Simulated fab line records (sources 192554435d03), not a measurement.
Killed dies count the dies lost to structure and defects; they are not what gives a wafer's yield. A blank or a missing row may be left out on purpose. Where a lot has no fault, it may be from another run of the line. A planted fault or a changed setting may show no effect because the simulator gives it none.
3 desks, one fault -- flow n5Finfet -- only its own numbers are on each desk; what lay behind them is given at the end

THE DEFECT DESK
Counts from the inspections along the route, per lot, as means over the sampled wafers that have a number. The brackets show how far a lot's mean lies from the usual mean; more than 4 standard deviations puts the lot out of limits, marked OUT.
Columns: A = rawDefectCount at N5_BEOL_M4_INSPECT_59, usual 75; B = rawDefectCount at N5_BEOL_M5_INSPECT_13, usual 439
lot,first seen here,A,B
L475,day 8 11:32,56,343
L476,day 8 13:07,83,559
L477,day 8 17:22,57,371
L487,day 11 02:38,69,434
L489,day 12 03:25,65,440
L491,day 12 10:59,106,451
This desk found nothing out of limits on any of the 6 lots.

FOR THE TOOL OWNER'S DESK: lithoTrack-03
The tool's own readings at N5_BEOL_M5_COAT_71 (time 60 s, resist thk 5 nm): means of the sampled wafers that have a number, for each lot that ran on this tool. The brackets show how far a lot's mean lies from the usual mean; more than 4 standard deviations puts the lot out of limits, marked OUT.
Columns: A = plateTempC at N5_BEOL_M5_COAT_71, usual 204.98 C; B = spinSpeedRpm at N5_BEOL_M5_COAT_71, usual 1500.0 rpm
lot,first seen here,A,B
L475,day 8 15:37,204.89,1499.8
L476,day 8 16:05,204.92,1331.8 (-99 or more) OUT
L477,day 8 20:33,205.05,1330.0 (-99 or more) OUT
This desk's verdict: out of limits on L476, L477, starting with L476 at day 8 16:05 (spinSpeedRpm at N5_BEOL_M5_COAT_71). L475 stayed within limits.

AT THE METROLOGY DESK
Lot by lot, what the gauges showed, no matter which tool ran the lot: averages of those sampled wafers that carry a number. The brackets show how far a lot's mean lies from the usual mean; more than 4 standard deviations puts the lot out of limits, marked OUT. It has 14 readings; the 7 that lie furthest out on some lot are the ones shown.
Columns: A = M4_RS at N5_BEOL_M4_RS_MEAS_58, usual 0.68 ohm/sq; B = IOFF_N at N5_BEOL_M4_RC_MEAS_101, usual 0.16 nA/um; C = VT_N at N5_BEOL_M4_RC_MEAS_101, usual 250 mV; D = VT_P at N5_BEOL_M4_RC_MEAS_101, usual -250 mV; E = M5_ILD_THK at N5_BEOL_M5_THK_MEAS_01, usual 120.9 nm; F = cdNm at N5_BEOL_M5_CD_MEAS_11, usual 27.91 nm; G = M5_OVL at N5_BEOL_M5_OVL_MEAS_12, usual 0.5 nm
lot,first seen here,A,B,C,D,E,F,G
L475,day 8 11:31,0.68,0.22,246,-248,119.0,28.05,0.4
L476,day 8 13:05,0.62,0.18,248,-251,120.6,27.93,1.5
L477,day 8 17:21,0.72,0.17,249,-251,119.7,28.33,0.3
L487,day 11 02:37,0.69,0.14,251,-254,119.3,28.14,0.8
L489,day 12 03:23,0.67,0.18,251,-252,123.1,27.84,0.9
L491,day 12 10:58,0.67,0.14,251,-252,122.2,27.93,-0.5
This desk found nothing out of limits on any of the 6 lots.

PUT TOGETHER
An alarm could have come from the tool owner's desk at day 8 16:05, on L476, L477.
No out-of-limits result turned up at the defect desk.
The metrology desk saw nothing out of limits.
The defect desk has L476, L477 on record, within its limits.
The metrology desk has L476, L477 on record, within its limits.
Of the lots named, all ran N5_BEOL_M5_COAT_71 on lithoTrack-03.

WHAT HAD BEEN PUT IN BY THE SIMULATOR
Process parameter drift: lithoTrack-03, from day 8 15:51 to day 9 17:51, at N5_BEOL_M5_COAT_71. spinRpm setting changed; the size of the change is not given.
Lots struck among those shown: L476, L477.
Each desk's first reading out of limits, in hours after the fault started: the tool owner's desk, 0.
